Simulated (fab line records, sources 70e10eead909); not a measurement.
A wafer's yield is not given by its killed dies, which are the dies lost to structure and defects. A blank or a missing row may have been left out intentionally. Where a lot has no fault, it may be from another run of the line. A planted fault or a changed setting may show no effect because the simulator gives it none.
Which of the tools did it?    flow nand-harc    24 lots, 72 wafers sampled, at 5 steps of a route of 1302

## WHAT EACH GAUGE READ, for each wafer
NHARC_P_M0_OVL_MEAS_10: pitch 180 nm.
lot   measured      on          overlay-x-nm (nm)  overlay-y-nm (nm)
L074  day 6 00:01   overlay-01  -0.2 -0.2 -0.6     -1.0 -1.6 -1.6
L075  day 6 13:19   overlay-01  1.4 0.8 1.1        0.5 0.6 0.8
L076  day 6 16:31   overlay-02  0.1 -0.2 -0.3      1.2 1.9 2.1
L077  day 7 10:47   overlay-01  0.6 0.6 0.8        0.3 1.0 0.8
L078  day 7 14:51   overlay-01  -0.2 0.1 -1.1      0.4 0.6 0.5
L079  day 8 01:22   overlay-01  0.2 -0.2 0.4       -0.7 -0.8 -0.4
L080  day 8 13:42   overlay-02  0.5 0.7 0.7        -0.1 0.1 -0.7
L081  day 8 20:00   overlay-01  -0.5 -0.1 -0.6     -0.3 -0.2 -0.3
L082  day 9 14:07   overlay-01  0.2 0.3 0.7        1.0 0.7 0.6
L083  day 9 19:33   overlay-02  0.3 0.6 -0.2       0.0 -0.4 -0.5
L084  day 10 03:15  overlay-02  -0.8 -1.0 -0.8     -0.2 -1.1 -0.7
L085  day 10 16:22  overlay-02  -0.6 -0.2 -1.3     0.5 -0.1 -0.5
L086  day 11 02:50  overlay-01  0.9 0.7 0.5        1.2 0.5 0.4
L087  day 11 12:19  overlay-02  1.4 1.3 1.6        0.9 0.6 0.9
L088  day 12 08:57  overlay-02  -0.7 -0.4 -0.8     0.2 0.4 0.7
L089  day 12 11:22  overlay-01  -0.1 -0.4 -0.9     -0.6 -0.8 -1.9
L090  day 12 18:40  overlay-01  1.3 1.4 0.7        -0.8 -0.6 -0.2
L091  day 13 03:07  overlay-01  0.1 0.2 -0.5       -0.3 -0.1 0.1
L092  day 13 15:38  overlay-01  -0.5 0.2 -0.2      -0.5 -0.4 -0.5
L093  day 14 05:05  overlay-01  -0.6 -0.7 -1.2     -0.5 -1.1 -0.7
L094  day 14 15:44  overlay-02  0.0 0.1 -0.7       0.1 -0.1 0.1
L095  day 15 14:50  overlay-02  -0.1 0.2 0.0       -0.5 -0.5 -0.8
L096  day 16 00:07  overlay-02  0.2 0.4 0.2        1.3 1.1 1.1
L097  day 16 01:15  overlay-01  0.1 -0.6 -0.6      -0.4 0.1 -0.2

NHARC_P_M0_INSPECT_11.
lot   measured      on                 raw-defect-count
L074  day 6 00:03   defect-inspect-02  3 3 2
L075  day 6 13:22   defect-inspect-02  2 6 7
L076  day 6 16:33   defect-inspect-02  3 2 5
L077  day 7 10:49   defect-inspect-02  9 4 5
L078  day 7 14:53   defect-inspect-01  3 2 3
L079  day 8 01:23   defect-inspect-02  6 2 4
L080  day 8 13:44   defect-inspect-02  2 4 2
L081  day 8 20:02   defect-inspect-02  4 5 0
L082  day 9 14:09   defect-inspect-01  9 7 9
L083  day 9 19:35   defect-inspect-01  1 1 4
L084  day 10 03:17  defect-inspect-02  5 8 2
L085  day 10 16:25  defect-inspect-02  1 3 3
L086  day 11 02:52  defect-inspect-01  4 8 4
L087  day 11 12:22  defect-inspect-02  16 14 7
L088  day 12 08:59  defect-inspect-01  0 1 3
L089  day 12 11:25  defect-inspect-01  7 4 3
L090  day 12 18:43  defect-inspect-01  4 3 2
L091  day 13 03:09  defect-inspect-02  1 3 1
L092  day 13 15:40  defect-inspect-01  1 1 3
L093  day 14 05:08  defect-inspect-01  2 5 2
L094  day 14 15:47  defect-inspect-02  6 8 7
L095  day 15 14:52  defect-inspect-02  2 3 9
L096  day 16 00:10  defect-inspect-02  8 8 6
L097  day 16 01:17  defect-inspect-01  3 4 2

NHARC_P_M1_OVL_MEAS_10: pitch 260 nm.
lot   measured      on          overlay-x-nm (nm)  overlay-y-nm (nm)
L074  day 6 04:04   overlay-01  0.8 0.6 1.1        0.7 1.0 0.4
L075  day 6 17:37   overlay-02  -0.8 -1.0 -1.0     1.2 1.8 1.0
L076  day 6 20:26   overlay-02  -0.8 -1.2 -0.7     -0.2 -0.3 -0.7
L077  day 7 14:58   overlay-02  -0.4 -0.3 -0.2     1.2 0.4 0.6
L078  day 7 18:46   overlay-01  -1.0 -1.4 -0.7     0.0 0.3 0.0
L079  day 8 05:24   overlay-02  -0.1 0.3 0.6       0.5 1.2 0.4
L080  day 8 17:45   overlay-02  0.0 0.2 0.7        1.0 0.6 1.0
L081  day 9 00:08   overlay-01  -1.1 -1.0 -0.6     -0.6 -1.0 -1.2
L082  day 9 18:11   overlay-02  0.0 -0.4 -0.2      0.6 -0.1 0.7
L083  day 9 23:40   overlay-01  0.3 0.7 1.1        -0.8 -0.6 -0.4
L084  day 10 07:10  overlay-02  -1.5 -1.2 -0.6     -1.1 -1.1 -1.0
L085  day 10 20:17  overlay-02  1.2 1.2 1.3        -1.7 -2.0 -1.1
L086  day 11 07:07  overlay-02  0.8 0.7 0.7        -0.4 0.6 0.5
L087  day 11 16:16  overlay-02  0.1 -0.4 -0.2      0.5 0.8 0.7
L088  day 12 13:02  overlay-01  1.3 1.3 1.2        -1.0 -0.5 -0.4
L089  day 12 15:55  overlay-02  1.7 1.6 1.3        0.0 -0.5 -0.3
L090  day 12 22:46  overlay-02  0.3 -0.1 0.3       0.2 -0.1 0.6
L091  day 13 07:13  overlay-01  1.0 0.1 0.6        -0.3 -0.5 0.6
L092  day 13 19:42  overlay-01  -1.0 -1.5 -1.1     -0.3 -0.4 0.0
L093  day 14 09:20  overlay-02  0.1 0.4 0.0        1.9 1.5 2.4
L094  day 14 19:59  overlay-01  0.2 0.8 1.0        1.0 1.5 1.4
L095  day 15 19:09  overlay-01  0.2 0.9 0.4        0.4 0.3 0.3
L096  day 16 04:03  overlay-02  0.2 0.4 -0.3       0.3 -0.3 0.0
L097  day 16 05:22  overlay-01  0.2 0.3 -0.2       -1.4 -1.1 -0.7

## WHAT TOOL EACH LOT RAN ON (gives the tool, then ch and the chambers of the sampled wafers, and finally the start)
lot   NHARC_P_M0_ETCH_34                  NHARC_P_M0_CMP_23
L074  rie-diel-10 ch 0,1,3, day 6 00:13   cmp-01 ch 0,1,3, day 6 02:11
L075  rie-diel-10 ch 0,3, day 6 13:35     cmp-03 ch 1,3, day 6 15:38
L076  rie-diel-13 ch 1,2,3, day 6 16:42   cmp-04 ch 0,1,3, day 6 18:38
L077  rie-diel-10 ch 0,3, day 7 10:58     cmp-03 ch 0,1, day 7 13:01
L078  rie-diel-13 ch 0,3, day 7 15:02     cmp-01 ch 2,3, day 7 16:57
L079  rie-diel-10 ch 0,1, day 8 01:32     cmp-03 ch 0,1,3, day 8 03:29
L080  rie-diel-10 ch 0,1,3, day 8 13:53   cmp-04 ch 0,1,3, day 8 15:48
L081  rie-diel-13 ch 1,2,3, day 8 20:15   cmp-01 ch 1,2, day 8 22:11
L082  rie-diel-10 ch 0,3, day 9 14:18     cmp-01 ch 1,2,3, day 9 16:17
L083  rie-diel-03 ch 0,2,3, day 9 19:47   cmp-04 ch 0,2,3, day 9 21:43
L084  rie-diel-10 ch 1,2,3, day 10 03:27  cmp-04 ch 0,2,3, day 10 05:26
L085  rie-diel-10 ch 0,2,3, day 10 16:34  cmp-03 ch 0,3, day 10 18:28
L086  rie-diel-13 ch 0,2,3, day 11 03:03  cmp-01 ch 0,1,3, day 11 05:13
L087  rie-diel-10 ch 0,1,2, day 11 12:31  cmp-03 ch 1,3, day 11 14:25
L088  rie-diel-10 ch 1,2,3, day 12 09:08  cmp-04 ch 1,2,3, day 12 11:05
L089  rie-diel-10 ch 0,1,2, day 12 12:02  cmp-04 ch 0,1, day 12 13:59
L090  rie-diel-13 ch 1,3, day 12 18:51    cmp-03 ch 1,3, day 12 20:50
L091  rie-diel-10 ch 0,3, day 13 03:18    cmp-01 ch 0,1,3, day 13 05:16
L092  rie-diel-10 ch 0,1,3, day 13 15:49  cmp-04 ch 0,2,3, day 13 17:46
L093  rie-diel-13 ch 1,2,3, day 14 05:17  cmp-01 ch 1,2,3, day 14 07:15
L094  rie-diel-13 ch 0,1,3, day 14 15:56  cmp-01 ch 0,2,3, day 14 17:55
L095  rie-diel-10 ch 2,3, day 15 15:11    cmp-03 ch 1,2, day 15 17:13
L096  rie-diel-10 ch 0,2, day 16 00:19    cmp-03 ch 0,1,3, day 16 02:13
L097  rie-diel-10 ch 0,3, day 16 01:26    cmp-03 ch 1,2,3, day 16 03:25
- NHARC_P_M0_ETCH_34: etches the open film in N2/H2, target depth 40 nm, overetch 12 nm, time 43.94 s.
- NHARC_P_M0_CMP_23: polishes, t overpolish 20 s, target thk 117.54 nm.

## AS READ BY THE TOOLS THEMSELVES (means over the sampled wafers that have a number; for cases with no such wafer, the mark the record gives instead)
NHARC_P_M0_ETCH_34.
lot   tool         chamber-pressure-mTorr (mTorr)  drypump-motor-current-A (A)  oes-product-au (a.u.)  rf-fwd-power-W (W)  rf-vpp-V (V)  showerhead-plenum-p-Torr (Torr)  throttle-valve-pct (%)
L074  rie-diel-10  29.98                           6.1                          0.992                  394.5               431.4         2.07                             14.172
L075  rie-diel-10  29.99                           5.7                          1.000                  394.1               431.1         2.06                             14.170
L076  rie-diel-13  29.99                           5.8                          1.005                  394.9               429.6         1.98                             14.165
L077  rie-diel-10  30.01                           6.2                          1.007                  393.9               431.0         2.05                             14.175
L078  rie-diel-13  29.98                           5.5                          0.988                  396.9               426.6         1.94                             14.175
L079  rie-diel-10  30.00                           5.7                          1.006                  393.5               432.6         2.09                             14.179
L080  rie-diel-10  30.00                           6.1                          0.999                  393.3               431.8         2.07                             14.168
L081  rie-diel-13  30.02                           5.8                          1.001                  395.9               428.7         1.97                             14.177
L082  rie-diel-10  30.00                           5.7                          0.997                  393.7               431.4         2.06                             14.165
L083  rie-diel-03  30.01                           5.6                          1.016                  398.0               426.7         1.93                             14.165
L084  rie-diel-10  29.97                           6.3                          1.004                  395.2               432.4         2.10                             14.166
L085  rie-diel-10  30.03                           5.9                          1.004                  393.8               431.2         2.09                             14.173
L086  rie-diel-13  30.02                           5.9                          0.992                  396.8               427.6         1.95                             14.177
L087  rie-diel-10  30.02                           5.9                          0.999                  395.4               432.2         2.12                             14.172
L088  rie-diel-10  30.01                           6.3                          0.997                  395.2               432.6         2.10                             14.182
L089  rie-diel-10  29.97                           5.9                          0.999                  393.9               432.7         2.12                             14.169
L090  rie-diel-13  30.00                           5.4                          1.000                  397.0               428.2         1.94                             14.170
L091  rie-diel-10  29.98                           6.1                          0.989                  393.1               429.7         2.04                             14.167
L092  rie-diel-10  30.00                           6.1                          0.994                  394.5               431.1         2.06                             14.170
L093  rie-diel-13  30.00                           5.8                          1.004                  395.4               428.7         1.96                             14.177
L094  rie-diel-13  30.00                           5.5                          0.998                  396.3               427.1         1.92                             14.183
L095  rie-diel-10  30.02                           6.3                          1.000                  395.2               431.1         2.07                             14.171
L096  rie-diel-10  29.99                           5.5                          0.998                  394.8               432.1         2.11                             14.175
L097  rie-diel-10  29.97                           5.7                          0.990                  392.7               430.9         2.05                             14.169

NHARC_P_M0_CMP_23.
lot   tool    motor-current-A (A)  pad-life-wafers  time-to-endpoint-s (s)
L074  cmp-01  11.9                 122              32.2
L075  cmp-03  12.1                 259              26.3
L076  cmp-04  11.8                 104              31.9
L077  cmp-03  11.6                 326              28.9
L078  cmp-01  13.1                 284              23.6
L079  cmp-03  12.2                 26               28.1
L080  cmp-04  11.7                 259              30.1
L081  cmp-01  11.4                 0                27.0
L082  cmp-01  12.6                 80               25.7
L083  cmp-04  11.4                 1                28.4
L084  cmp-04  11.7                 27               30.3
L085  cmp-03  11.8                 224              30.1
L086  cmp-01  11.8                 236              32.1
L087  cmp-03  12.3                 319              27.0
L088  cmp-04  12.0                 218              29.3
L089  cmp-04  11.7                 229              31.0
L090  cmp-03  13.0                 62               26.8
L091  cmp-01  11.7                 26               29.4
L092  cmp-04  11.6                 362              27.8
L093  cmp-01  12.2                 110              28.6
L094  cmp-01  12.0                 158              30.6
L095  cmp-03  12.5                 289              28.2
L096  cmp-03  11.9                 1                27.5
L097  cmp-03  12.2                 8                27.6

## THE ANSWER, worked out from the rows above alone
Rule: what is usual is taken from the lots themselves. The widest of any qualifying gaps counts: lots, ordered by their means at a reading, are off when they make up no more than a third of the lots, leave a main group of 4 or more, and stand apart from it by 3 or more times the standard deviation of that group's means. A main group whose means are all the same, to the digits that the tables above print for the reading, isn't used. A lot without any number at a reading at which 4 lots or more have one is off too. All remaining lots with rows at the step are treated as sound. First the gauges in route order, then the tools' own readings, where a lot's mean is used as printed above. The first step at which some lot is off is used, and at that step the reading that is off furthest; a lot without a number counts as furthest.
No lot is off on any of the readings shown, so nothing can be concluded from this.

## WHAT WAS PUT IN BY THE SIMULATOR
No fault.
